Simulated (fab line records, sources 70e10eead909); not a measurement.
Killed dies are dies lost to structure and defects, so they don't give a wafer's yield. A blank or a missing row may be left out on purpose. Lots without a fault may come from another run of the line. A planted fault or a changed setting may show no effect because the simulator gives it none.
Which tool did it? | flow nand_harc | 12 lots, 36 wafers sampled, at 5 steps of a route of 1302

WHAT THE GAUGES READ, wafer by wafer
NHARC_END_SORT_01. Usual: killed_at_array 59, standard deviation 21; killed_at_other 0.8, standard deviation 1.1; killed_at_periphery 4.1, standard deviation 2.8; killed_dies 64, standard deviation 20; killed_open 3.1, standard deviation 1.7; killed_short 2.4, standard deviation 1.6.
lot  | measured     | on        | killed_at_array | killed_at_other | killed_at_periphery | killed_dies | killed_open | killed_short | flag
L365 | day 24 10:10 | prober-02 | 56 49 42        | 3 5 2           | 2 5 1               | 61 59 45    | 3 3 0       | 4 3 0        |
L366 | day 24 10:11 | prober-01 | 73 74 70        | 0 0 0           | 3 3 6               | 76 77 76    | 2 5 1       | 0 2 4        |
L367 | day 25 18:33 | prober-01 | 39 36 50        | 0 0 0           | 1 2 4               | 40 38 54    | 2 2 4       | 1 3 2        |
L368 | day 26 02:20 | prober-01 | 66 72 78        | 4 2 1           | 1 0 0               | 71 74 79    | 2 2 3       | 2 3 2        |
L373 | day 27 16:16 | prober-01 | 44 59 35        | 0 0 1           | 6 5 5               | 50 64 41    | 2 2 2       | 3 4 1        |
L380 | day 30 10:26 | prober-01 | 24 36 32        | 0 0 0           | 6 5 5               | 30 41 37    | 4 1 3       | 4 5 0        |
L381 | day 31 01:37 | prober-02 | 72 93 99        | 0 0 1           | 9 4 7               | 81 97 107   | 2 1 2       | 0 0 3        |
L382 | day 31 23:28 | prober-02 | 43 53 58        | 1 0 0           | 5 4 7               | 49 57 65    | 4 4 6       | 2 4 4        |
L384 | day 32 18:07 | prober-01 | 73 94 70        | 0 1 1           | 4 0 0               | 77 95 71    | 4 2 3       | 2 4 1        |
L385 | day 33 05:38 | prober-01 | 70 76 75        | 4 0 1           | 0 2 5               | 74 78 81    | 1 1 6       | 0 0 1        |
L386 | day 32 22:01 | prober-02 | 29 42 29        | 0 1 0           | 4 2 2               | 33 45 31    | 6 5 3       | 5 2 1        |
L388 | day 34 02:24 | prober-01 | 75 68 65        | 0 0 1           | 3 0 3               | 78 68 69    | 5 3 2       | 1 1 2        |

WHICH TOOL RAN EACH LOT (tool, then ch and the chambers of the sampled wafers, then the start)
lot  | NHARC_P_GATE_DESCUM_31             | NHARC_P_GATE_ETCH_32             | NHARC_P_GATE_STRIP_75                | NHARC_P_GATE_EXPOSE_56
L365 | rie_diel-09 ch 0,3, day 4 19:28    | rie_si-04 ch 0,1,2, day 4 19:56  | plasma_asher-01 ch 0,1, day 5 10:08  | krf_scanner-01 ch 0, day 5 10:54
L366 | rie_diel-09 ch 1,2, day 5 10:15    | rie_si-06 ch 0,1, day 5 10:46    | plasma_asher-02 ch 0,1, day 5 22:53  | krf_scanner-04 ch 0, day 5 23:40
L367 | rie_diel-05 ch 0,1,3, day 5 18:44  | rie_si-06 ch 0,2,3, day 5 19:11  | plasma_asher-01 ch 0,1, day 6 07:14  | krf_scanner-01 ch 0, day 6 08:01
L368 | rie_diel-09 ch 0,1, day 6 04:43    | rie_si-03 ch 0,2, day 6 05:14    | plasma_asher-01 ch 0,1, day 6 17:21  | krf_scanner-01 ch 0, day 6 18:00
L373 | rie_diel-10 ch 0,1,3, day 8 13:37  | rie_si-03 ch 0,2,3, day 8 14:08  | plasma_asher-02 ch 0,1, day 9 04:26  | krf_scanner-03 ch 0, day 9 05:11
L380 | rie_diel-09 ch 0,1,2, day 11 09:13 | rie_si-03 ch 0,1, day 11 09:41   | plasma_asher-01 ch 0,1, day 11 21:51 | krf_scanner-04 ch 0, day 11 22:32
L381 | rie_diel-09 ch 0,1, day 11 16:55   | rie_si-03 ch 0,2,3, day 11 17:24 | plasma_asher-01 ch 0,1, day 12 05:38 | krf_scanner-03 ch 0, day 12 06:24
L382 | rie_diel-10 ch 1,3, day 12 02:55   | rie_si-04 ch 0,1,2, day 12 03:22 | plasma_asher-02 ch 0,1, day 12 15:28 | krf_scanner-03 ch 0, day 12 16:06
L384 | rie_diel-05 ch 1,2, day 13 05:16   | rie_si-06 ch 0,2,3, day 13 05:43 | plasma_asher-01 ch 0,1, day 13 17:56 | krf_scanner-04 ch 0, day 13 18:34
L385 | rie_diel-10 ch 1,2,3, day 13 15:47 | rie_si-06 ch 0,2,3, day 13 16:16 | plasma_asher-02 ch 0,1, day 14 04:16 | krf_scanner-03 ch 0, day 14 05:01
L386 | rie_diel-05 ch 0,1,2, day 13 18:10 | rie_si-06 ch 0,1,2, day 13 18:38 | plasma_asher-02 ch 0,1, day 14 06:49 | krf_scanner-03 ch 0, day 14 07:28
L388 | rie_diel-10 ch 0,1,3, day 14 19:29 | rie_si-03 ch 1,3, day 14 19:57   | plasma_asher-02 ch 0,1, day 15 08:11 | krf_scanner-04 ch 0, day 15 08:50
- NHARC_P_GATE_DESCUM_31: chemistry O2, time 3 s.
- NHARC_P_GATE_ETCH_32: etches the open film in HBr/Cl2, target depth 150 nm, time 100.1 s.
- NHARC_P_GATE_STRIP_75: strips in O2.
- NHARC_P_GATE_EXPOSE_56: exposes mask P PSD, target cd 720 nm.

WHAT THE TOOLS THEMSELVES READ (means of the sampled wafers that have a number; where no wafer has one, the mark that the record gives instead)
NHARC_P_GATE_DESCUM_31. Usual: drypump_motor_current_A 5.7 A, standard deviation 0.44; oes_product_au 1.001 a.u., standard deviation 0.014; rf_vpp_V 57.9 V, standard deviation 0.86; showerhead_plenum_p_Torr 1.98 Torr, standard deviation 0.075; throttle_valve_pct 11.312 %, standard deviation 0.0088.
lot  | tool        | drypump_motor_current_A (A) | oes_product_au (a.u.) | rf_vpp_V (V) | showerhead_plenum_p_Torr (Torr) | throttle_valve_pct (%) | flag
L365 | rie_diel-09 | 5.9                         | 1.012                 | 58.4         | 2.04                            | 11.316                 |
L366 | rie_diel-09 | 5.2                         | 0.995                 | 57.8         | 1.96                            | 11.313                 |
L367 | rie_diel-05 | 5.9                         | 1.003                 | 57.3         | 1.87                            | 11.302                 |
L368 | rie_diel-09 | 5.5                         | 0.992                 | 57.5         | 2.05                            | 11.313                 |
L373 | rie_diel-10 | 5.9                         | 1.007                 | 58.5         | 2.00                            | 11.315                 |
L380 | rie_diel-09 | 5.4                         | 1.002                 | 57.0         | 2.00                            | 11.312                 |
L381 | rie_diel-09 | 5.5                         | 1.003                 | 58.4         | 2.04                            | 11.305                 |
L382 | rie_diel-10 | 5.9                         | 0.998                 | 57.6         | 1.96                            | 11.314                 |
L384 | rie_diel-05 | 6.1                         | 0.978                 | 58.1         | 1.95                            | 11.314                 |
L385 | rie_diel-10 | 6.0                         | 1.016                 | 58.3         | 2.00                            | 11.307                 |
L386 | rie_diel-05 | 5.7                         | 0.996                 | 57.5         | 1.90                            | 11.309                 |
L388 | rie_diel-10 | 5.9                         | 1.018                 | 58.0         | 2.00                            | 11.316                 |

NHARC_P_GATE_ETCH_32. Usual: bias_w 99.98 W, standard deviation 0.26; drypump_motor_current_A 5.7 A, standard deviation 0.38; oes_product_au 0.998 a.u., standard deviation 0.016; throttle_valve_pct 26.405 %, standard deviation 0.0094.
lot  | tool      | bias_w (W) | drypump_motor_current_A (A) | oes_product_au (a.u.) | throttle_valve_pct (%) | flag
L365 | rie_si-04 | 99.90      | 5.5                         | 1.010                 | 26.411                 |
L366 | rie_si-06 | 100.24     | 6.0                         | 0.987                 | 26.402                 |
L367 | rie_si-06 | 100.03     | 5.6                         | 0.994                 | 26.411                 |
L368 | rie_si-03 | 99.82      | 5.5                         | 0.996                 | 26.412                 |
L373 | rie_si-03 | 100.24     | 5.7                         | 0.992                 | 26.400                 |
L380 | rie_si-03 | 99.73      | 5.6                         | 1.001                 | 26.410                 |
L381 | rie_si-03 | 99.72      | 5.7                         | 0.989                 | 26.406                 |
L382 | rie_si-04 | 99.64      | 5.5                         | 0.996                 | 26.405                 |
L384 | rie_si-06 | 100.18     | 5.6                         | 1.004                 | 26.401                 |
L385 | rie_si-06 | 99.71      | 5.6                         | 0.996                 | 26.410                 |
L386 | rie_si-06 | 99.95      | 5.8                         | 0.999                 | 26.408                 |
L388 | rie_si-03 | 100.02     | 5.8                         | 0.991                 | 26.405                 |

NHARC_P_GATE_STRIP_75. Usual: drypump_motor_current_A 5.52 A, standard deviation 0.16; heater_power_w 328 W, standard deviation 12.
lot  | tool            | drypump_motor_current_A (A) | heater_power_w (W) | flag
L365 | plasma_asher-01 | 5.55                        | 331                |
L366 | plasma_asher-02 | 5.43                        | 312                |
L367 | plasma_asher-01 | 5.69                        | 332                |
L368 | plasma_asher-01 | 5.71                        | 331                |
L373 | plasma_asher-02 | 5.49                        | 319                |
L380 | plasma_asher-01 | 5.68                        | 327                |
L381 | plasma_asher-01 | 5.71                        | 331                |
L382 | plasma_asher-02 | 5.41                        | 333                |
L384 | plasma_asher-01 | 5.56                        | 328                |
L385 | plasma_asher-02 | 5.52                        | 341                |
L386 | plasma_asher-02 | 5.49                        | 340                |
L388 | plasma_asher-02 | 5.42                        | 339                |

NHARC_P_GATE_EXPOSE_56. Usual: stage_vel_mm_s 500.02 mm/s, standard deviation 0.23.
lot  | tool           | stage_vel_mm_s (mm/s) | flag
L365 | krf_scanner-01 | 499.91                |
L366 | krf_scanner-04 | 499.97                |
L367 | krf_scanner-01 | 500.01                |
L368 | krf_scanner-01 | 499.80                |
L373 | krf_scanner-03 | 500.04                |
L380 | krf_scanner-04 | 500.18                |
L381 | krf_scanner-03 | 500.08                |
L382 | krf_scanner-03 | 500.10                |
L384 | krf_scanner-04 | 500.41                |
L385 | krf_scanner-03 | 499.92                |
L386 | krf_scanner-03 | 500.01                |
L388 | krf_scanner-04 | 500.17                |

THE ANSWER, worked out from the rows above alone
Rule: a lot is off if the mean of its wafers that have a number lies more than 3 standard deviations from the usual mean. A lot without any number at a reading at which 4 lots or more have one is off too. The other lots that the step has rows for count as sound. The gauges are gone through in route order, then the tools' own readings, and for those a lot's mean is taken as printed above. The first step at which some lot is off is used, and at that step the reading that is off furthest; a lot without a number counts as furthest.
No lot is off at any reading shown: from this, nothing can be told.

WHAT THE SIMULATOR HAD PUT IN
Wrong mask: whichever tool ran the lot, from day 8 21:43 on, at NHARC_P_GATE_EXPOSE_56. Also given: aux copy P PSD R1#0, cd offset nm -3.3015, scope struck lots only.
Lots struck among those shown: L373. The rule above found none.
